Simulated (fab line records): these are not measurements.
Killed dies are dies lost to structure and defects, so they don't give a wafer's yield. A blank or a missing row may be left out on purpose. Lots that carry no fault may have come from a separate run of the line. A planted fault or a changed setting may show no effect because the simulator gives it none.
Chamber matching / flow n5_finfet / 4 sister chambers for N5_BEOL_M5_STRIP_19 on rie_diel-04
The step strips in O2. 8 wafers are shown with their chamber, then 9 later ones without.

== WAFERS, EACH WITH ITS CHAMBER ==
wafer=L080.5; chamber=2; drypump_motor_current_A (A)=5.7; showerhead_plenum_p_Torr (Torr)=2.01
wafer=L080.6; chamber=3; drypump_motor_current_A (A)=5.4; showerhead_plenum_p_Torr (Torr)=2.19
wafer=L082.1; chamber=1; drypump_motor_current_A (A)=5.0; showerhead_plenum_p_Torr (Torr)=2.05
wafer=L082.4; chamber=0; drypump_motor_current_A (A)=5.6; showerhead_plenum_p_Torr (Torr)=2.07
wafer=L082.5; chamber=3; drypump_motor_current_A (A)=5.4; showerhead_plenum_p_Torr (Torr)=2.18
wafer=L087.1; chamber=2; drypump_motor_current_A (A)=5.8; showerhead_plenum_p_Torr (Torr)=2.01
wafer=L087.2; chamber=1; drypump_motor_current_A (A)=5.0; showerhead_plenum_p_Torr (Torr)=2.05
wafer=L087.5; chamber=0; drypump_motor_current_A (A)=5.6; showerhead_plenum_p_Torr (Torr)=2.07

== WAFERS WHOSE CHAMBER IS MISSING ==
wafer=L092.1; drypump_motor_current_A (A)=5.6; showerhead_plenum_p_Torr (Torr)=2.06
wafer=L092.2; drypump_motor_current_A (A)=5.0; showerhead_plenum_p_Torr (Torr)=2.05
wafer=L092.5; drypump_motor_current_A (A)=5.7; showerhead_plenum_p_Torr (Torr)=2.01
wafer=L093.3; drypump_motor_current_A (A)=5.0; showerhead_plenum_p_Torr (Torr)=2.05
wafer=L093.4; drypump_motor_current_A (A)=5.7; showerhead_plenum_p_Torr (Torr)=2.01
wafer=L093.6; drypump_motor_current_A (A)=5.0; showerhead_plenum_p_Torr (Torr)=2.05
wafer=L096.2; drypump_motor_current_A (A)=5.7; showerhead_plenum_p_Torr (Torr)=2.00
wafer=L096.3; drypump_motor_current_A (A)=5.0; showerhead_plenum_p_Torr (Torr)=2.05
wafer=L096.4; drypump_motor_current_A (A)=5.6; showerhead_plenum_p_Torr (Torr)=2.06

== THE CHAMBER EACH PASSED THROUGH ==
wafer=L092.1; from the rows above=0; in truth=0
wafer=L092.2; from the rows above=1; in truth=1
wafer=L092.5; from the rows above=2; in truth=2
wafer=L093.3; from the rows above=1; in truth=1
wafer=L093.4; from the rows above=2; in truth=2
wafer=L093.6; from the rows above=1; in truth=1
wafer=L096.2; from the rows above=2; in truth=2
wafer=L096.3; from the rows above=1; in truth=1
wafer=L096.4; from the rows above=0; in truth=0
Placed correctly: 9 of 9. Left unplaced by these rows: 0. Placed wrongly: 0.
How it was worked out, from the rows above alone: a wafer's distance from a chamber is the root of the sum, over the readings, of the square of ((its reading less the chamber's mean) divided by the reading's scatter). If the next closest chamber is less than 2 further off than the closest, the wafer can't be placed; otherwise it belongs to the closest. For every chamber, the mean is computed from those of its wafers that are shown. The scatter: the root of (the sum of the squares of (reading less its chamber's mean) over the shown wafers, divided by (wafers less chambers)).
